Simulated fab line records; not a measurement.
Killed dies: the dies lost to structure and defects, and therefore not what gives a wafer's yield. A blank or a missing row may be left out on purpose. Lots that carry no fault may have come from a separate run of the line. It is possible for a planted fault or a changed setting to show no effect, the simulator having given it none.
Matching of chambers    flow n5 finfet    N5_SPACER0_ALD_08 on ald sin-04: 4 sister chambers
The step deposits SiNx, target thk 2 nm. 4 wafers are shown with their chamber, then 7 later ones without.

== WAFERS PAIRED WITH THEIR CHAMBERS ==
wafer   chamber  heater power w (W)
L871.2  1        858
L871.5  3        823
L872.3  0        959
L872.5  2        1015

== WAFERS MISSING THEIR CHAMBER ==
wafer   heater power w (W)
L872.6  837
L875.1  842
L875.3  1002
L875.6  962
L878.3  1058
L878.4  989
L878.5  983

== EACH ONE'S CHAMBER ==
wafer   from the rows above      in truth
L872.6  can't be placed: 3 or 1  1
L875.1  can't be placed: 1 or 3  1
L875.3  can't be placed: 2 or 0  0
L875.6  0                        0
L878.3  2                        2
L878.4  can't be placed: 2 or 0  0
L878.5  can't be placed: 0 or 2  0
Placed correctly: 2 of 7. Unplaceable from these rows: 5, with the true chamber sitting among the candidates in 5. Placed wrongly: 0.
How it was worked out, from the rows above alone: a wafer's distance from a chamber is the root of the sum, over the readings, of the square of ((its reading less the chamber's mean) divided by the reading's scatter). The wafer belongs to the nearest chamber; if the next one is less than 2 further off, it can't be placed. A chamber's mean is the mean of its shown wafers. The scatter: with one shown wafer a chamber, the root of the mean of the squares of how far each hidden wafer lies from its nearest shown one.
